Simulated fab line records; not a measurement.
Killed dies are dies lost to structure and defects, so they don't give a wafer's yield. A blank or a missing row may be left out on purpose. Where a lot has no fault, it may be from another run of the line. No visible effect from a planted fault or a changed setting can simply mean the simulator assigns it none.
Comparing a struck lot with a sound one | flow n5Finfet | 15 out of 1938 route steps
Sound: these wafers, L174.1, L174.4, L174.5. Struck: wafer L182.4 (left out: L182.1, a lot-mate that was not struck); the cause follows at the end.
At each step with rows: each side's tool, then ch and its chambers, then its first start. Under that, the readings that differ: sound wafers | struck wafers | difference of the means | sigmas: that difference in standard deviations of wafers without a fault.
alike: same words and numbers on both sides, and readings whose means sit less than 2 such deviations apart. not compared: any withheld reading, any reading some wafer has no value for, any bound like >300 that may hide the same value, and any number with overlapping values for which the record gives no deviation.
Wherever a step has rows on one side only, a row that says differs or no value, or a row with sigmas, the two part there. Numbers that don't overlap but have no deviation are shown without sigmas and don't part them. Lack of a reading on every wafer of one side parts them only where that side has two or more wafers.

first, 3 steps without rows for these wafers: N5_BEOL_M13_PRECLEAN_39 (cleans in residue remover, time 60 s); N5_BEOL_M13_SRD_40 (time 30 s, dry time 30 s); N5_BEOL_M13_DEGAS_41 (time 60 s).
N5_BEOL_M13_PRE_CLEAN_42: time 30 s.
  sound: pvdSputter-03 at day 12 08:10; struck: pvdSputter-02 at day 13 21:56
reading          | sound       | struck | difference | sigmas
heaterPowerW (W) | 353 377 317 | 276    | -73        | -2
  alike: susceptorTempC
then, 1 step without rows for these wafers: N5_BEOL_M13_SPUTTER_43 (material TaN, target thk 15 nm, time 24.19 s).
N5_BEOL_M13_SPUTTER_44: material Ta, target thk 10 nm, time 16.13 s.
  sound: pvdSputter-03 at day 12 08:17; struck: pvdSputter-02 at day 13 22:04
  alike: susceptorTempC, throttleValvePct
N5_BEOL_M13_SPUTTER_45: material Cu, target thk 80 nm, time 13.33 s.
  sound: pvdSputter-03 at day 12 08:22; struck: pvdSputter-02 at day 13 22:08
  alike: susceptorTempC, throttleValvePct
then, 1 step without rows for these wafers: N5_BEOL_M13_ECD_47 (material Cu, target thk 936 nm).
N5_BEOL_M13_ANNEAL_48: time 90 s.
  sound on rtpAnneal-02 ch 0, day 12 08:38; struck on rtpAnneal-02 ch 0, day 13 22:25
  alike: wafer_temp_C_max
N5_BEOL_M13_CMP_49: polishes, stops on SiOC, t overpolish 17.1 s, target thk 420 nm.
  sound on cmp-02 ch 0,1, day 12 08:56; struck on cmp-02 ch 3, day 13 22:43
  alike: barrierFieldEndpointS, headPressurePsi, motorCurrentA, overpolishRunS
N5_BEOL_M13_THK_MEAS_50: measures by xrf.
  sound: filmMetro-01 at day 12 09:14; struck: filmMetro-01 at day 13 23:01
  alike: M13_THK
then, 1 step without rows for these wafers: N5_BEOL_M13_PRE_CLEAN_52 (time 15 s).
N5_BEOL_M13_DEP_53: deposits SiCN from 3MS/NH3, target thk 50 nm, time 17.8 s.
  sound on pecvd-01 ch 0,2, day 12 09:17; struck on pecvd-03 ch 0, day 13 23:05
reading                                  | sound          | struck | difference | sigmas
throttleValvePct (%)                     | 17.0 16.8 17.2 | 18.9   | +1.9       | +2
model.SiCN_of_BEOL_M13_DEP_53.thkNm (nm) | 49.4 51.2 49.8 | 34.8   | -15.3      | 
  alike: showerheadPlenumPTorr
N5_BEOL_M13_RS_MEAS_54: measurement is done with a four-point probe.
  sound: filmMetro-01 at day 12 09:22; struck: filmMetro-01 at day 13 23:08
reading         | sound                | struck | difference | sigmas
M13_RS (ohm/sq) | 0.0442 0.0440 0.0445 | 0.0459 | +0.0017    | +2
N5_PASSIVATION_PROBE_49:
  rows exist in the record for the struck wafers here (prober-02, day 15 08:40), but not for the sound ones

WHERE THEY PART
Earliest at N5_BEOL_M13_PRE_CLEAN_42; latest, in this record, at N5_PASSIVATION_PROBE_49.

WHY: what the simulator had put in
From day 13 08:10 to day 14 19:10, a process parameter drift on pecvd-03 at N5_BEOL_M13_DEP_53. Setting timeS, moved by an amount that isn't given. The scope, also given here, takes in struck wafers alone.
